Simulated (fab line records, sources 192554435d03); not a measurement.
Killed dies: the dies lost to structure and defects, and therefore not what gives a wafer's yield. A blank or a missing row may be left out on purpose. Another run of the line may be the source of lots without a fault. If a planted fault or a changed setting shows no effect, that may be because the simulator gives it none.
fab line records	flow n5_finfet
[record] lots = 24	wafers = 72	last_day = 18
route steps=1938 shown FIN_CUT@164 STI_FIN_REVEAL@184 DUMMY_GATE@233
lots with no fault: from the same line, run without faults
start_h: the number of hours between the record's first day and the start of the first shown wafer of the lot	wait_h: hours since the lot's step before	" same as the row above	L1.1+2: a single row standing in for several wafers	- either no value or no given start	* or withheld: withheld	< > ~ a bound
route shown NAME@n: a module of which the file shows steps, and the number in the route of the first	usual: mean/standard deviation taken from wafers without a fault	same: alike in all rows	chamber/n: place in a boat	sites: each site's reading	_std_site: standard deviation of those values	_edge_site: mean of outer sites minus mean of inner sites	radius_mm: for every site, how far away it sits from the centre of the wafer	mask NAME#n: copy n	behind: the last tool/chamber to shape the wafer	hold: what put the lot on hold/how long, in hours/how the hold closed	device: the transistor (n, p or np) that didn't switch	end of line: tests run on the same wafers once the route is complete	step lacking rows: just its recipe	killed: the dies lost at the first sort to structure and to defects; this is not the yield of the wafer	map: a wafer's dies, x killed, . not, _ none there
set.NAME: the setting that was run; set.NAME@STEP: the one run at that earlier step	model.NAME: the simulator's own value behind a step, which no gauge read
the route's steps for a sample of lots (tables are steps, rows are wafers)
services: the hour from which a tool's chamber was out of use, counted from the record's first day as start_h (under 0 if before that day), plus the number of hours and why
[[steps]]
[step N5_FIN_CUT_OVL_MEAS_09]
[recipe] points_per_wafer = 522
[usual] FIN_CUT_OVL = 0.2/0.6
lot.wafer	tool	chamber	start_h	wait_h	FIN_CUT_OVL[nm]
L074.1	overlay-02	0	26.75	0.0	0.2
L074.3	"	0	"	"	0.0
L074.6	"	0	"	"	0.7
L075.1	overlay-02	0	34.69	0.0	0.7
L075.3	"	0	"	"	-0.3
L075.4	"	0	"	"	0.4
L076.1	overlay-02	0	38.09	0.0	0.9
L076.3	"	0	"	"	0.4
L076.6	"	0	"	"	0.5
L077.1	overlay-01	0	45.08	0.0	0.5
L077.3	"	0	"	"	0.6
L077.6	"	0	"	"	-0.1
L078.2	overlay-02	0	51.59	0.0	0.4
L078.4	"	0	"	"	0.4
L078.5	"	0	"	"	0.8
L079.1	overlay-02	0	60.17	0.0	0.4
L079.3	"	0	"	"	-0.2
L079.4	"	0	"	"	-0.7
L080.2	overlay-01	0	64.22	0.0	-0.1
L080.4	"	0	"	"	-0.5
L080.5	"	0	"	"	0.9
L081.1	overlay-01	0	68.81	0.0	0.1
L081.4	"	0	"	"	0.1
L081.5	"	0	"	"	1.2
L082.1	overlay-02	0	74.88	0.0	-0.4
L082.3	"	0	"	"	0.8
L082.5	"	0	"	"	-0.6
L083.1	overlay-01	0	80.74	0.0	0.5
L083.5	"	0	"	"	0.5
L083.6	"	0	"	"	1.5
L084.2	overlay-01	0	86.71	0.0	-0.4
L084.3	"	0	"	"	0.6
L084.5	"	0	"	"	0.3
L085.3	overlay-02	0	93.89	0.0	-0.4
L085.5	"	0	"	"	-1.0
L085.6	"	0	"	"	-1.0
L086.1	overlay-02	0	99.99	0.0	1.3
L086.3	"	0	"	"	0.3
L086.4	"	0	"	"	0.5
L087.2	overlay-01	0	106.35	0.0	-0.2
L087.3	"	0	"	"	0.0
L087.5	"	0	"	"	-0.3
L088.1	overlay-01	0	111.67	0.0	1.1
L088.4	"	0	"	"	0.6
L088.5	"	0	"	"	-0.2
L089.1	overlay-01	0	116.40	0.0	-0.3
L089.5	"	0	"	"	0.0
L089.6	"	0	"	"	0.3
L090.1	overlay-01	0	125.51	0.0	0.8
L090.3	"	0	"	"	0.6
L090.5	"	0	"	"	0.0
L091.3	overlay-02	0	130.50	0.0	0.5
L091.4	"	0	"	"	-0.2
L091.6	"	0	"	"	1.0
L092.3	overlay-01	0	136.63	0.0	0.6
L092.4	"	0	"	"	0.1
L092.6	"	0	"	"	0.7
L093.3	overlay-01	0	146.84	0.0	-0.4
L093.4	"	0	"	"	-0.2
L093.6	"	0	"	"	-1.1
L094.1	overlay-01	0	148.03	0.0	-0.1
L094.5	"	0	"	"	-0.1
L094.6	"	0	"	"	0.7
L095.2	overlay-01	0	152.73	0.0	-1.3
L095.4	"	0	"	"	-0.7
L095.6	"	0	"	"	-0.3
L096.1	overlay-02	0	161.61	0.0	0.8
L096.5	"	0	"	"	-0.1
L096.6	"	0	"	"	0.1
L097.1	overlay-01	0	163.93	0.0	0.3
L097.2	"	0	"	"	0.5
L097.3	"	0	"	"	0.2
[step N5_FIN_CUT_CUT_ETCH_26]
[recipe] chemistry = CH3F/O2	target = SiNx	target_depth_a = 390	mask_material = SOC	time_s = 55.7	pressure_mtorr = 30	source_w = 395	bias_w = 73	Ar_flow_sccm = 150	CH3F_flow_sccm = 30	O2_flow_sccm = 20	ion_energy_ev = 120
[usual] drypump_motor_current_A = 5.6/0.43	oes_f_703_au = 0.78/0.091	oes_o_777_au = 0.79/0.091	oes_product_au = 0.79/0.093	rf_vpp_V = 298/3.5	showerhead_plenum_p_Torr = 2.02/0.061	throttle_valve_pct = 16.33/0.16
lot.wafer	tool	chamber	start_h	wait_h	drypump_motor_current_A	oes_f_703_au	oes_o_777_au	oes_product_au	rf_hours_counter_h	rf_vpp_V	showerhead_plenum_p_Torr	throttle_valve_pct
L074.1	rie_diel-02	2	27.28	0.0	5.6	0.78	0.80	0.79	116	295	2.00	16.06
L074.3	"	0	"	"	5.4	0.69	0.71	0.72	212	294	1.89	16.30
L074.6	"	1	"	"	4.9	0.70	0.69	0.71	-	294	2.06	16.39
L075.1	rie_diel-02	1	35.90	0.0	4.9	0.70	0.69	0.72	209	295	2.06	16.38
L075.3	"	2	"	"	5.5	0.78	0.80	0.79	120	296	2.00	16.06
L075.4	"	3	"	"	5.2	0.73	0.74	0.74	128	303	2.10	16.51
L076.1	rie_diel-02	1	38.62	0.0	4.9	0.70	0.69	0.71	210	294	2.06	16.38
L076.3	"	0	"	"	5.4	0.69	0.70	0.71	216	294	1.89	16.31
L076.6	"	2	"	"	5.6	0.78	0.80	0.79	-	296	2.00	16.07
L077.1	rie_diel-02	0	45.61	0.0	5.3	0.69	0.70	0.70	218	295	1.89	16.32
L077.3	"	2	"	"	5.6	0.78	0.79	0.79	123	296	2.00	16.07
L077.6	"	1	"	"	4.9	0.70	0.69	0.70	-	295	2.06	16.40
L078.2	rie_diel-04	0	52.11	0.0	5.9	0.83	0.85	0.82	94	296	2.03	16.16
L078.4	"	0	"	"	5.9	0.83	0.85	0.81	-	294	2.03	16.18
L078.5	"	1	"	"	5.3	0.69	0.68	0.67	-	300	1.96	16.46
L079.1	rie_diel-02	3	60.70	0.0	5.2	0.72	0.74	0.75	136	303	2.09	16.53
L079.3	"	0	"	"	5.3	0.68	0.70	0.70	222	296	1.89	16.33
L079.4	"	2	"	"	5.6	0.77	0.79	0.79	128	297	2.00	16.08
L080.2	rie_diel-02	3	64.82	0.0	5.2	0.72	0.73	0.74	137	303	2.09	16.52
L080.4	"	0	"	"	5.4	0.68	0.70	0.70	223	294	1.89	16.30
L080.5	"	1	"	"	4.9	0.70	0.69	0.70	-	295	2.06	16.42
L081.1	rie_diel-04	1	69.34	0.0	5.3	0.69	0.68	0.67	258	300	1.96	16.49
L081.4	"	1	"	"	5.4	0.68	0.68	0.67	-	300	1.96	16.48
L081.5	"	0	"	"	5.9	0.82	0.84	0.81	-	295	2.03	16.18
L082.1	rie_diel-02	1	75.41	0.0	4.9	0.69	0.68	0.70	221	294	2.05	16.40
L082.3	"	0	"	"	5.3	0.68	0.70	0.70	226	296	1.89	16.33
L082.5	"	1	"	"	4.9	0.69	0.68	0.70	-	295	2.05	16.39
L083.1	rie_diel-04	1	81.46	0.0	5.3	0.68	0.67	0.66	264	300	1.96	16.47
L083.5	"	2	"	"	6.4	0.92	0.92	0.93	-	301	2.05	16.32
L083.6	"	1	"	"	5.3	0.68	0.68	0.66	-	299	1.96	16.49
L084.2	rie_diel-04	1	87.24	0.0	5.4	0.68	0.67	0.67	266	300	1.96	16.50
L084.3	"	0	"	"	5.9	0.81	0.82	0.79	107	295	2.02	16.20
L084.5	"	1	"	"	5.4	0.68	0.67	0.66	-	301	1.96	16.50
L085.3	rie_diel-02	2	94.42	0.0	5.6	0.77	0.78	0.78	137	297	2.00	16.11
L085.5	"	3	"	"	5.1	0.72	0.73	0.74	-	302	2.09	16.56
L085.6	"	0	"	"	5.4	0.68	0.69	0.70	-	295	1.88	16.35
L086.1	rie_diel-05	2	100.52	0.0	5.5	0.90	0.94	0.94	16	297	2.04	16.13
L086.3	"	1	"	"	5.6	0.77	0.79	0.78	130	297	2.02	16.31
L086.4	"	1	"	"	5.6	0.78	0.80	0.77	-	296	2.02	16.31
L087.2	rie_diel-04	2	106.88	0.0	6.4	0.92	0.91	0.91	27	302	2.05	16.35
L087.3	"	3	"	"	5.7	0.88	0.88	0.93	14	303	2.05	16.36
L087.5	"	0	"	"	5.9	0.81	0.81	0.79	-	294	2.02	16.23
L088.1	rie_diel-02	2	112.20	0.0	5.6	0.76	0.78	0.76	143	296	1.99	16.11
L088.4	"	0	"	"	5.4	0.68	0.69	0.69	237	295	1.88	16.34
L088.5	"	0	"	"	5.4	0.68	0.69	0.69	-	295	1.88	16.35
L089.1	rie_diel-05	2	116.93	0.0	5.5	0.90	0.92	0.92	22	296	2.04	16.13
L089.5	"	0	"	"	6.2	0.76	0.74	0.74	-	300	2.09	16.64
L089.6	"	3	"	"	5.6	0.98	0.96	0.96	-	298	1.98	16.17
L090.1	rie_diel-02	0	126.04	0.0	5.4	0.67	0.68	0.68	241	295	1.88	16.35
L090.3	"	1	"	"	4.9	0.68	0.67	0.69	235	294	2.05	16.43
L090.5	"	3	"	"	5.2	0.71	0.72	0.72	-	301	2.09	16.55
L091.3	rie_diel-04	3	131.17	0.0	5.7	0.87	0.85	0.90	22	303	2.05	16.39
L091.4	"	3	"	"	5.7	0.86	0.86	0.91	-	305	2.05	16.38
L091.6	"	0	"	"	5.9	0.80	0.82	0.79	-	295	2.02	16.22
L092.3	rie_diel-05	1	137.15	0.0	5.6	0.77	0.78	0.76	140	297	2.01	16.33
L092.4	"	3	"	"	5.6	0.96	0.94	0.94	8	299	1.98	16.20
L092.6	"	0	"	"	6.2	0.76	0.74	0.75	-	302	2.09	16.65
L093.3	rie_diel-04	3	147.35	0.0	5.7	0.85	0.85	0.88	29	305	2.05	16.39
L093.4	"	0	"	"	5.9	0.79	0.81	0.78	-	293	2.02	16.24
L093.6	"	1	"	"	5.3	0.97	0.97	0.98	-	299	1.95	16.03
L094.1	rie_diel-02	1	148.56	0.0	4.9	0.68	0.67	0.68	242	295	2.05	16.44
L094.5	"	0	"	"	5.4	0.67	0.68	0.69	-	295	1.88	16.36
L094.6	"	3	"	"	5.2	0.71	0.71	0.73	-	304	2.09	16.60
L095.2	rie_diel-04	1	153.26	0.0	5.4	0.97	0.95	0.98	3	301	1.95	16.01
L095.4	"	0	"	"	5.9	0.79	0.81	0.78	131	295	2.02	16.24
L095.6	"	3	"	"	5.7	0.84	0.84	0.89	-	305	2.05	16.41
L096.1	rie_diel-04	1	162.15	0.0	5.3	0.96	0.95	0.96	5	300	1.95	16.02
L096.5	"	1	"	"	5.4	0.96	0.95	0.97	-	300	1.95	16.03
L096.6	"	2	"	"	6.4	0.88	0.87	0.89	-	301	2.04	16.37
L097.1	rie_diel-05	1	164.46	0.0	5.6	0.77	0.78	0.77	147	297	2.01	16.35
L097.2	"	0	"	"	6.2	0.75	0.73	0.76	164	301	2.09	16.66
L097.3	"	3	"	"	5.5	0.94	0.93	0.93	15	299	1.98	16.20
[step N5_STI_FIN_REVEAL_ALD_14]
[recipe] material = Si3N4	target_thk_a = 30	temp_c = 400	ald_precursor_family = SiH2I2	ald_co_reactant = N2/H2-plasma	pressure_torr = 2
[usual] chamber_pressure_Torr = 2.000/0.0044	heater_power_outer_w = 504/60	heater_power_w = 821/92
lot.wafer	tool	chamber	start_h	wait_h	chamber_pressure_Torr	heater_power_outer_w	heater_power_w
L074.1	ald_sin-03	0	27.89	0.0	1.996	452	759
L074.3	"	2	"	"	2.004	461	709
L074.6	"	0	"	"	1.996	446	797
L075.1	ald_sin-03	3	36.69	0.0	2.003	480	795
L075.3	"	0	"	"	1.995	457	764
L075.4	"	2	"	"	1.999	458	701
L076.1	ald_sin-02	3	40.23	0.0	2.005	428	725
L076.3	"	0	"	"	2.002	558	890
L076.6	"	3	"	"	2.006	435	730
L077.1	ald_sin-03	0	46.18	0.0	2.010	444	769
L077.3	"	3	"	"	1.995	483	811
L077.6	"	0	"	"	2.010	450	766
L078.2	ald_sin-03	2	52.78	0.0	1.999	477	700
L078.4	"	3	"	"	2.011	495	850
L078.5	"	3	"	"	2.004	478	823
L079.1	ald_sin-02	0	61.26	0.0	1.996	548	907
L079.3	"	2	"	"	2.006	475	760
L079.4	"	3	"	"	2.004	429	700
L080.2	ald_sin-02	0	65.67	0.0	1.998	563	937
L080.4	"	3	"	"	1.999	433	716
L080.5	"	3	"	"	2.002	425	730
L081.1	ald_sin-03	1	69.90	0.0	1.996	525	939
L081.4	"	3	"	"	1.999	472	814
L081.5	"	0	"	"	2.003	458	778
L082.1	ald_sin-02	0	75.97	0.0	2.003	553	897
L082.3	"	2	"	"	2.005	476	765
L082.5	"	0	"	"	2.005	544	939
L083.1	ald_sin-03	2	82.08	0.0	2.003	470	693
L083.5	"	3	"	"	2.003	488	826
L083.6	"	0	"	"	2.000	453	775
L084.2	ald_sin-03	1	87.80	0.0	2.004	530	922
L084.3	"	0	"	"	1.995	457	749
L084.5	"	1	"	"	2.008	524	922
L085.3	ald_sin-03	0	96.06	0.0	2.007	447	788
L085.5	"	2	"	"	2.002	460	708
L085.6	"	1	"	"	1.994	518	911
L086.1	ald_sin-02	1	102.45	0.0	2.001	484	790
L086.3	"	2	"	"	1.995	456	723
L086.4	"	0	"	"	1.998	553	903
L087.2	ald_sin-03	0	108.19	0.0	1.999	441	779
L087.3	"	2	"	"	1.999	453	709
L087.5	"	2	"	"	2.000	460	695
L088.1	ald_sin-01	0	112.77	0.0	2.000	591	975
L088.4	"	3	"	"	1.994	513	782
L088.5	"	3	"	"	1.999	501	789
L089.1	ald_sin-01	2	117.55	0.0	1.999	646	1001
L089.5	"	1	"	"	1.993	521	847
L089.6	"	2	"	"	1.999	654	992
L090.1	ald_sin-02	1	126.80	0.0	1.995	490	780
L090.3	"	0	"	"	2.004	573	923
L090.5	"	2	"	"	1.995	454	708
L091.3	ald_sin-03	1	131.73	0.0	2.004	517	930
L091.4	"	2	"	"	2.001	474	700
L091.6	"	3	"	"	2.004	476	808
L092.3	ald_sin-02	2	137.76	0.0	1.999	461	707
L092.4	"	1	"	"	2.000	494	780
L092.6	"	2	"	"	2.004	459	718
L093.3	ald_sin-01	0	149.14	0.0	2.008	589	945
L093.4	"	3	"	"	2.001	509	781
L093.6	"	2	"	"	1.999	684	1001
L094.1	ald_sin-01	3	149.41	0.0	1.992	492	783
L094.5	"	1	"	"	2.003	519	834
L094.6	"	2	"	"	1.995	680	1010
L095.2	ald_sin-01	0	153.82	0.0	1.995	592	968
L095.4	"	2	"	"	2.003	662	1019
L095.6	"	2	"	"	2.001	667	998
L096.1	ald_sin-01	0	162.72	0.0	1.997	601	943
L096.5	"	3	"	"	2.000	526	785
L096.6	"	0	"	"	2.001	600	951
L097.1	ald_sin-03	2	165.02	0.0	1.996	476	696
L097.2	"	3	"	"	1.999	483	824
L097.3	"	0	"	"	1.997	448	786
[step N5_STI_FIN_REVEAL_ETCH_34]
[recipe] chemistry = H2	mode = isotropic	material = Si	target = Si	target_depth_a = 9.7	temp_c = 20	pressure_mtorr = 4.5	icp_w = 300	bias_w = 0	h2_flow_sccm = 7.5	he_flow_sccm = 142.5
[usual] drypump_motor_current_A = 5.9/0.4	oes_product_au = 0.996/0.017	throttle_valve_pct = 25.8/0.48
lot.wafer	tool	chamber	start_h	wait_h	drypump_motor_current_A	oes_product_au	rf_hours_counter_h	throttle_valve_pct
L074.1	rie_si-04	0	36.73	0.2	5.8	1.003	78	26.3
L074.3	"	2	"	"	5.5	0.994	3	25.7
L074.6	"	0	"	"	5.8	0.994	-	26.3
L075.1	rie_si-06	1	45.30	0.2	6.5	1.015	55	25.5
L075.3	"	3	"	"	5.7	1.031	129	26.0
L075.4	"	0	"	"	5.9	0.952	53	25.0
L076.1	rie_si-06	2	53.44	0.2	5.6	1.005	104	25.8
L076.3	"	0	"	"	6.0	0.958	53	25.0
L076.6	"	0	"	"	6.0	0.969	-	25.0
L077.1	rie_si-01	0	55.12	0.2	5.3	0.998	131	26.2
L077.3	"	3	"	"	6.7	0.981	79	25.8
L077.6	"	1	"	"	5.3	1.024	-	26.0
L078.2	rie_si-06	2	60.88	0.1	5.6	0.993	104	25.8
L078.4	"	3	"	"	5.7	1.029	129	26.0
L078.5	"	3	"	"	5.7	1.023	-	26.0
L079.1	rie_si-04	0	69.25	0.2	5.8	1.007	79	26.3
L079.3	"	3	"	"	5.8	0.989	189	26.6
L079.4	"	1	"	"	6.4	0.993	5	25.4
L080.2	rie_si-04	3	73.63	0.1	5.8	0.985	189	26.6
L080.4	"	0	"	"	5.8	0.989	79	26.3
L080.5	"	1	"	"	6.4	0.981	-	25.4
L081.1	rie_si-04	1	77.99	0.2	6.3	0.996	5	25.5
L081.4	"	3	"	"	5.8	0.989	189	26.6
L081.5	"	1	"	"	6.3	0.986	-	25.5
L082.1	rie_si-04	0	84.10	0.2	5.8	0.995	79	26.3
L082.3	"	1	"	"	6.4	0.984	5	25.5
L082.5	"	1	"	"	6.3	0.991	-	25.5
L083.1	rie_si-04	0	90.00	0.2	5.8	1.018	79	26.3
L083.5	"	2	"	"	5.5	1.002	-	25.7
L083.6	"	3	"	"	5.8	1.009	-	26.6
L084.2	rie_si-04	2	95.71	0.1	5.5	0.992	4	25.7
L084.3	"	1	"	"	6.3	0.996	5	25.5
L084.5	"	1	"	"	6.4	0.988	-	25.5
L085.3	rie_si-06	0	103.97	0.1	6.0	0.951	54	25.0
L085.5	"	2	"	"	5.6	0.989	-	25.8
L085.6	"	3	"	"	5.7	1.017	-	26.0
L086.1	rie_si-06	0	110.95	0.2	6.0	0.965	54	25.0
L086.3	"	2	"	"	5.6	1.003	105	25.7
L086.4	"	3	"	"	5.7	1.019	130	26.0
L087.2	rie_si-06	2	116.41	0.1	5.6	1.000	105	25.8
L087.3	"	0	"	"	5.9	0.957	54	25.1
L087.5	"	0	"	"	5.9	0.963	-	25.0
L088.1	rie_si-01	3	120.75	0.2	6.7	0.986	80	25.8
L088.4	"	2	"	"	5.8	0.972	49	24.8
L088.5	"	2	"	"	5.8	0.975	-	24.7
L089.1	rie_si-06	3	125.73	0.2	5.7	1.012	130	26.0
L089.5	"	3	"	"	5.6	1.012	-	26.0
L089.6	"	0	"	"	5.9	0.957	-	25.0
L090.1	rie_si-01	2	137.17	0.2	5.7	0.974	49	24.7
L090.3	"	0	"	"	5.3	1.011	132	26.2
L090.5	"	2	"	"	5.7	0.973	-	24.7
L091.3	rie_si-01	1	140.22	0.1	5.3	1.027	3	26.0
L091.4	"	0	"	"	5.3	1.013	132	26.2
L091.6	"	3	"	"	6.7	0.988	-	25.8
L092.3	rie_si-04	0	145.89	0.1	5.8	1.000	80	26.3
L092.4	"	0	"	"	5.8	1.001	-	26.3
L092.6	"	1	"	"	6.4	0.995	-	25.5
L093.3	rie_si-01	2	157.67	0.1	5.7	0.967	49	24.7
L093.4	"	3	"	"	6.7	0.980	81	25.8
L093.6	"	3	"	"	6.7	0.995	-	25.8
L094.1	rie_si-04	3	157.79	0.2	5.8	0.990	191	26.6
L094.5	"	0	"	"	5.8	1.004	-	26.3
L094.6	"	1	"	"	6.4	0.997	-	25.4
L095.2	rie_si-04	0	162.21	0.1	5.8	1.000	81	26.3
L095.4	"	3	"	"	5.8	0.986	191	26.6
L095.6	"	1	"	"	6.4	0.998	-	25.5
L096.1	rie_si-06	2	173.80	0.2	5.6	0.999	106	25.8
L096.5	"	3	"	"	5.7	1.022	-	26.0
L096.6	"	2	"	"	5.6	0.997	-	25.8
L097.1	rie_si-04	2	178.54	0.2	5.5	0.998	5	25.7
L097.2	"	1	"	"	6.4	0.991	7	25.5
L097.3	"	0	"	"	5.8	1.002	81	26.3
[step N5_DUMMY_GATE_INSPECT_17]
[recipe] mode = adi	inspect_instrument = brightfield
[usual] raw_defect_count = 213/59
lot.wafer	tool	chamber	start_h	wait_h	raw_defect_count
L074.1	defect_inspect-02	-	46.21	0.1	221
L074.3	"	-	"	"	301
L074.6	"	-	"	"	238
L075.1	defect_inspect-01	-	54.72	0.1	203
L075.3	"	-	"	"	203
L075.4	"	-	"	"	193
L077.1	defect_inspect-01	-	65.45	0.1	210
L077.3	"	-	"	"	234
L077.6	"	-	"	"	152
L076.1	defect_inspect-02	-	67.24	0.1	151
L076.3	"	-	"	"	238
L076.6	"	-	"	"	162
L078.2	defect_inspect-01	-	73.37	0.0	138
L078.4	"	-	"	"	132
L078.5	"	-	"	"	150
L079.1	defect_inspect-01	-	78.52	0.1	159
L079.3	"	-	"	"	195
L079.4	"	-	"	"	189
L080.2	defect_inspect-02	-	82.98	0.1	140
L080.4	"	-	"	"	152
L080.5	"	-	"	"	249
L081.1	defect_inspect-02	-	87.32	0.1	250
L081.4	"	-	"	"	206
L081.5	"	-	"	"	209
L082.1	defect_inspect-02	-	93.49	0.1	225
L082.3	"	-	"	"	92
L082.5	"	-	"	"	171
L083.1	defect_inspect-02	-	100.00	0.1	246
L083.5	"	-	"	"	221
L083.6	"	-	"	"	272
L084.2	defect_inspect-02	-	105.54	0.0	312
L084.3	"	-	"	"	186
L084.5	"	-	"	"	235
L085.3	defect_inspect-01	-	114.06	0.0	245
L085.5	"	-	"	"	234
L085.6	"	-	"	"	198
L086.1	defect_inspect-02	-	120.51	0.1	343
L086.3	"	-	"	"	208
L086.4	"	-	"	"	282
L087.2	defect_inspect-01	-	126.04	0.0	112
L087.3	"	-	"	"	136
L087.5	"	-	"	"	98
L088.1	defect_inspect-02	-	131.52	0.1	294
L088.4	"	-	"	"	314
L088.5	"	-	"	"	222
L089.1	defect_inspect-02	-	135.16	0.1	129
L089.5	"	-	"	"	159
L089.6	"	-	"	"	130
L090.1	defect_inspect-02	-	146.50	0.1	278
L090.3	"	-	"	"	236
L090.5	"	-	"	"	158
L091.3	defect_inspect-01	-	149.51	0.0	220
L091.4	"	-	"	"	207
L091.6	"	-	"	"	197
L092.3	defect_inspect-02	-	155.17	0.0	219
L092.4	"	-	"	"	199
L092.6	"	-	"	"	277
L093.3	defect_inspect-01	-	167.05	0.0	135
L093.4	"	-	"	"	180
L093.6	"	-	"	"	186
L094.1	defect_inspect-01	-	172.90	0.1	275
L094.5	"	-	"	"	153
L094.6	"	-	"	"	240
L095.2	defect_inspect-02	-	174.27	0.0	240
L095.4	"	-	"	"	272
L095.6	"	-	"	"	128
L096.1	defect_inspect-02	-	184.90	0.1	266
L096.5	"	-	"	"	222
L096.6	"	-	"	"	283
L097.1	defect_inspect-01	-	187.81	0.1	240
L097.2	"	-	"	"	176
L097.3	"	-	"	"	152
[step N5_DUMMY_GATE_CD_MEAS_24]
[recipe] target_cd_nm = 15
[usual] cd_nm = 15.2/0.41
lot.wafer	tool	chamber	start_h	wait_h	cd_nm
L074.1	cd_sem-03	-	47.13	0.1	14.6
L074.3	"	-	"	"	15.1
L074.6	"	-	"	"	15.5
L075.1	cd_sem-01	-	55.62	0.1	14.8
L075.3	"	-	"	"	15.3
L075.4	"	-	"	"	15.8
L077.1	cd_sem-03	-	66.35	0.1	15.6
L077.3	"	-	"	"	15.3
L077.6	"	-	"	"	14.3
L076.1	cd_sem-02	-	68.38	0.1	15.2
L076.3	"	-	"	"	15.7
L076.6	"	-	"	"	15.6
L078.2	cd_sem-01	-	74.28	0.1	14.9
L078.4	"	-	"	"	15.0
L078.5	"	-	"	"	15.1
L079.1	cd_sem-01	-	79.56	0.1	15.5
L079.3	"	-	"	"	15.8
L079.4	"	-	"	"	15.0
L080.2	cd_sem-02	-	83.90	0.1	15.5
L080.4	"	-	"	"	15.3
L080.5	"	-	"	"	15.6
L081.1	cd_sem-02	-	88.22	0.1	15.3
L081.4	"	-	"	"	15.2
L081.5	"	-	"	"	16.0
L082.1	cd_sem-02	-	94.64	0.1	15.8
L082.3	"	-	"	"	14.3
L082.5	"	-	"	"	15.5
L083.1	cd_sem-01	-	100.93	0.1	15.2
L083.5	"	-	"	"	14.9
L083.6	"	-	"	"	14.7
L084.2	cd_sem-01	-	106.56	0.1	15.8
L084.3	"	-	"	"	15.3
L084.5	"	-	"	"	14.4
L085.3	cd_sem-01	-	114.97	0.1	15.1
L085.5	"	-	"	"	15.4
L085.6	"	-	"	"	15.5
L086.1	cd_sem-02	-	121.41	0.1	15.5
L086.3	"	-	"	"	15.7
L086.4	"	-	"	"	15.2
L087.2	cd_sem-02	-	126.95	0.1	14.2
L087.3	"	-	"	"	15.1
L087.5	"	-	"	"	14.6
L088.1	cd_sem-02	-	132.42	0.1	15.7
L088.4	"	-	"	"	15.8
L088.5	"	-	"	"	15.6
L089.1	cd_sem-02	-	136.06	0.1	15.0
L089.5	"	-	"	"	14.5
L089.6	"	-	"	"	15.1
L090.1	cd_sem-01	-	147.42	0.1	14.9
L090.3	"	-	"	"	14.9
L090.5	"	-	"	"	14.9
L091.3	cd_sem-02	-	150.41	0.1	15.4
L091.4	"	-	"	"	15.0
L091.6	"	-	"	"	15.5
L092.3	cd_sem-02	-	156.17	0.1	15.3
L092.4	"	-	"	"	15.9
L092.6	"	-	"	"	15.0
L093.3	cd_sem-01	-	167.96	0.1	15.3
L093.4	"	-	"	"	14.5
L093.6	"	-	"	"	15.2
L094.1	cd_sem-03	-	173.84	0.1	15.4
L094.5	"	-	"	"	15.6
L094.6	"	-	"	"	15.1
L095.2	cd_sem-02	-	175.22	0.1	15.9
L095.4	"	-	"	"	15.0
L095.6	"	-	"	"	14.8
L096.1	cd_sem-01	-	186.44	0.1	15.4
L096.5	"	-	"	"	15.2
L096.6	"	-	"	"	14.4
L097.1	cd_sem-01	-	189.94	0.1	14.9
L097.2	"	-	"	"	15.7
L097.3	"	-	"	"	15.3
[[services]]
tool	chamber	start_h	hours	kind
rie_si-04	0	5.28	8.0	repair
rie_diel-02	2	19.97	4.2	repair
ald_sin-01	-	24.22	3.5	repair
rie_diel-04	3	28.67	77.2	repair
ald_sin-01	1	45.29	2.0	repair
rie_si-01	-	45.46	0.5	repair
rie_si-06	0	46.11	1.2	repair
ald_sin-01	3	49.33	6.0	repair
rie_si-01	0	49.64	3.3	repair
ald_sin-01	-	56.04	2.8	pm
rie_diel-04	0	57.00	4.1	repair
ald_sin-01	3	61.45	1.4	repair
ald_sin-01	3	74.59	11.9	repair
ald_sin-02	-	85.26	14.0	pm
ald_sin-03	-	120.00	1.0	repair
rie_si-04	1	129.85	13.3	repair
rie_si-04	2	130.62	24.5	repair
rie_si-04	0	133.50	2.9	repair
rie_diel-04	2	143.32	5.9	repair
rie_diel-04	-	144.48	0.2	repair
rie_diel-02	2	145.20	5.7	repair
ald_sin-01	1	169.99	14.6	repair
rie_diel-02	-	174.67	14.6	pm
ald_sin-03	-	176.75	14.0	pm
[[key]]
fault none
